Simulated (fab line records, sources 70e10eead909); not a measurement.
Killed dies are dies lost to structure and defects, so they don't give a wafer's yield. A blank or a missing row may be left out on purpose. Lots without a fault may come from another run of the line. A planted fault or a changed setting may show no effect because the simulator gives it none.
Which tool did it? | flow nand_harc | 12 lots, 36 wafers sampled, at 6 steps of a route of 1159

WHAT THE GAUGES READ, wafer by wafer
NHARC_A_M1_THK_MEAS_24: measures by xrf. Usual: thk_nm 154.8 nm, standard deviation 1.4.
lot  | measured     | on            | thk_nm (nm)       | flag
L595 | day 18 02:03 | film_metro-01 | 156.3 157.1 153.0 |
L593 | day 18 03:12 | film_metro-01 | 154.7 154.9 152.8 |
L597 | day 18 04:24 | film_metro-02 | 155.0 155.4 156.1 |
L596 | day 18 07:31 | film_metro-02 | 154.1 155.8 154.2 |
L599 | day 19 21:02 | film_metro-02 | 156.4 155.0 158.2 |
L601 | day 20 07:06 | film_metro-02 | 156.7 155.3 156.8 |
L604 | day 20 13:49 | film_metro-02 | 155.5 150.9 154.0 |
L602 | day 20 17:12 | film_metro-02 | 155.2 154.8 157.3 |
L603 | day 20 17:40 | film_metro-01 | 155.5 152.4 154.1 |
L605 | day 21 19:51 | film_metro-01 | 157.0 154.6 156.0 |
L610 | day 22 23:31 | film_metro-02 | 153.4 154.5 152.5 |
L614 | day 23 14:09 | film_metro-01 | 155.2 155.4 153.6 |

NHARC_A_BONDPAD_OVL_MEAS_35. Usual: overlay_x_nm 0 nm, standard deviation 4.9; overlay_y_nm 1 nm, standard deviation 6.
lot  | measured     | on         | overlay_x_nm (nm) | overlay_y_nm (nm) | flag
L595 | day 18 04:15 | overlay-02 | -4 -4 -4          | 8 7 7             |
L593 | day 18 05:14 | overlay-02 | -8 -8 -8          | 1 1 1             |
L597 | day 18 06:36 | overlay-02 | 3 4 4             | -2 -3 -3          |
L596 | day 18 09:41 | overlay-02 | 7 7 7             | 4 3 4             |
L599 | day 19 23:23 | overlay-02 | 4 3 3             | 7 8 7             |
L601 | day 20 09:08 | overlay-01 | -1 -2 -1          | 6 7 7             |
L604 | day 20 16:01 | overlay-01 | -12 -11 -12       | 2 3 2             |
L602 | day 20 19:23 | overlay-02 | -3 -1 -2          | -6 -6 -6          |
L603 | day 20 20:00 | overlay-02 | 25 26 25          | 3 3 2             | OFF
L605 | day 21 22:02 | overlay-01 | 21 21 22          | 5 5 5             | OFF
L610 | day 23 01:41 | overlay-01 | 1 1 1             | 7 6 7             |
L614 | day 23 16:17 | overlay-02 | 6 7 6             | -12 -12 -13       |

NHARC_END_SORT_01. Usual: defect_limited_yield 94.9 %, standard deviation 1.7; killed_at_array 31, standard deviation 12; killed_at_other 0.6, standard deviation 0.85; killed_at_periphery 3.0, standard deviation 2.3; killed_dies 35, standard deviation 12; killed_open 3.2, standard deviation 1.9; killed_short 1.8, standard deviation 1.4; sort_bin_2_pct 1.6 %, standard deviation 0.7; sort_bin_3_pct 0.28 %, standard deviation 0.22; sort_bin_4_pct 3.3 %, standard deviation 1.2; sort_n_pass 642, standard deviation 12; sort_rim_yield_pct 97.7 %, standard deviation 1.5; sort_yield_pct 94.9 %, standard deviation 1.7.
lot  | measured     | on        | defect_limited_yield (%) | killed_at_array | killed_at_other | killed_at_periphery | killed_dies | killed_open | killed_short | sort_bin_2_pct (%) | sort_bin_3_pct (%) | sort_bin_4_pct (%) | sort_n_pass | sort_rim_yield_pct (%) | sort_yield_pct (%) | flag
L599 | day 21 20:56 | prober-02 | 94.1 94.2 93.9           | 40 34 39        | 0 1 1           | 0 4 1               | 40 39 41    | 0 7 2       | 2 2 2        | 2.1 2.2 2.1        | 0.15 0.44 0.15     | 3.7 3.1 3.8        | 637 638 636 | 98.1 99.1 97.2         | 94.1 94.2 93.9     |

WHICH TOOL RAN EACH LOT (tool, then ch and the chambers of the sampled wafers, then the start)
lot  | NHARC_A_M1_PRE_CLEAN_30                 | NHARC_A_M1_PRE_CLEAN_32         | NHARC_A_BONDPAD_EXPOSE_06
L595 | pvd_sputter-01, day 18 02:03 or earlier | pecvd-02 ch 0,1,2, day 18 02:18 | krf_scanner-03 ch 0, day 18 04:00
L593 | pvd_sputter-03, day 18 03:12 or earlier | pecvd-04 ch 0,1,2, day 18 03:25 | krf_scanner-03 ch 0, day 18 05:00
L597 | pvd_sputter-01, day 18 04:24 or earlier | pecvd-04 ch 0,1,2, day 18 04:38 | krf_scanner-01 ch 0, day 18 06:22
L596 | pvd_sputter-02, day 18 07:31 or earlier | pecvd-02 ch 1,2, day 18 07:44   | krf_scanner-04 ch 0, day 18 09:27
L599 | pvd_sputter-02, day 19 21:02 or earlier | pecvd-04 ch 0,1, day 19 21:17   | krf_scanner-01 ch 0, day 19 23:09
L601 | pvd_sputter-01, day 20 07:06 or earlier | pecvd-04 ch 0,1,2, day 20 07:22 | krf_scanner-01 ch 0, day 20 08:55
L604 | pvd_sputter-03, day 20 13:49 or earlier | pecvd-02 ch 0,2, day 20 14:02   | krf_scanner-01 ch 0, day 20 15:46
L602 | pvd_sputter-01, day 20 17:12 or earlier | pecvd-04 ch 0,2, day 20 17:28   | krf_scanner-03 ch 0, day 20 19:08
L603 | pvd_sputter-02, day 20 17:40 or earlier | pecvd-04 ch 0,1, day 20 17:55   | krf_scanner-01 ch 0, day 20 19:46
L605 | pvd_sputter-01, day 21 19:51 or earlier | pecvd-04 ch 0,1, day 21 20:05   | krf_scanner-01 ch 0, day 21 21:47
L610 | pvd_sputter-03, day 22 23:31 or earlier | pecvd-03 ch 0,1, day 22 23:46   | krf_scanner-04 ch 0, day 23 01:27
L614 | pvd_sputter-01, day 23 14:09 or earlier | pecvd-02 ch 1,2, day 23 14:28   | krf_scanner-03 ch 0, day 23 16:04
- NHARC_A_M1_PRE_CLEAN_30: time 30 s.
- NHARC_A_M1_PRE_CLEAN_32: time 12 s.
- NHARC_A_BONDPAD_EXPOSE_06: exposes mask A BPAD.

WHAT THE TOOLS THEMSELVES READ (means of the sampled wafers that have a number; where no wafer has one, the mark that the record gives instead)
NHARC_A_M1_PRE_CLEAN_30. Usual: heater_power_w 411 W, standard deviation 49.
lot  | tool           | heater_power_w (W) | flag
L595 | pvd_sputter-01 | 366                |
L593 | pvd_sputter-03 | 407                |
L597 | pvd_sputter-01 | 378                |
L596 | pvd_sputter-02 | 461                |
L599 | pvd_sputter-02 | 454                |
L601 | pvd_sputter-01 | 366                |
L604 | pvd_sputter-03 | 350                |
L602 | pvd_sputter-01 | 347                |
L603 | pvd_sputter-02 | 479                |
L605 | pvd_sputter-01 | 364                |
L610 | pvd_sputter-03 | 403                |
L614 | pvd_sputter-01 | 382                |

NHARC_A_M1_PRE_CLEAN_32. Usual: heater_power_w 620 W, standard deviation 95.
lot  | tool     | heater_power_w (W) | flag
L595 | pecvd-02 | 597                |
L593 | pecvd-04 | 590                |
L597 | pecvd-04 | 570                |
L596 | pecvd-02 | 687                |
L599 | pecvd-04 | 608                |
L601 | pecvd-04 | 601                |
L604 | pecvd-02 | 702                |
L602 | pecvd-04 | 552                |
L603 | pecvd-04 | 666                |
L605 | pecvd-04 | 659                |
L610 | pecvd-03 | 574                |
L614 | pecvd-02 | 664                |

NHARC_A_BONDPAD_EXPOSE_06. Usual: reticle_temp_C 23.01 C, standard deviation 0.1.
lot  | tool           | reticle_temp_C (C) | flag
L595 | krf_scanner-03 | 23.04              |
L593 | krf_scanner-03 | 23.06              |
L597 | krf_scanner-01 | 22.90              |
L596 | krf_scanner-04 | 23.02              |
L599 | krf_scanner-01 | 23.05              |
L601 | krf_scanner-01 | 23.08              |
L604 | krf_scanner-01 | 22.84              |
L602 | krf_scanner-03 | 22.92              |
L603 | krf_scanner-01 | 22.90              |
L605 | krf_scanner-01 | 23.06              |
L610 | krf_scanner-04 | 23.15              |
L614 | krf_scanner-03 | 22.94              |

THE ANSWER, worked out from the rows above alone
Rule: a lot is off if the mean of its wafers that have a number lies more than 3 standard deviations from the usual mean. A lot without any number at a reading at which 4 lots or more have one is off too. The other lots that the step has rows for count as sound. The gauges are gone through in route order, then the tools' own readings, and for those a lot's mean is taken as printed above. The first step at which some lot is off is used, and at that step the reading that is off furthest; a lot without a number counts as furthest.
Off: L603, L605, at NHARC_A_BONDPAD_OVL_MEAS_35 (overlay_x_nm).
A tool fits if, at a process step before that reading, it ran every lot that is off, and no sound lot after the first of them. The gauges at NHARC_A_BONDPAD_OVL_MEAS_35 are tried like those tools. NHARC_A_M1_PRE_CLEAN_30 gives no start for some lots, so the hours and the order of its lots are those of NHARC_A_M1_THK_MEAS_24. Can't be told from this: 2 tools fit, pecvd-04 at NHARC_A_M1_PRE_CLEAN_32, krf_scanner-01 at NHARC_A_BONDPAD_EXPOSE_06.

WHAT THE SIMULATOR HAD PUT IN
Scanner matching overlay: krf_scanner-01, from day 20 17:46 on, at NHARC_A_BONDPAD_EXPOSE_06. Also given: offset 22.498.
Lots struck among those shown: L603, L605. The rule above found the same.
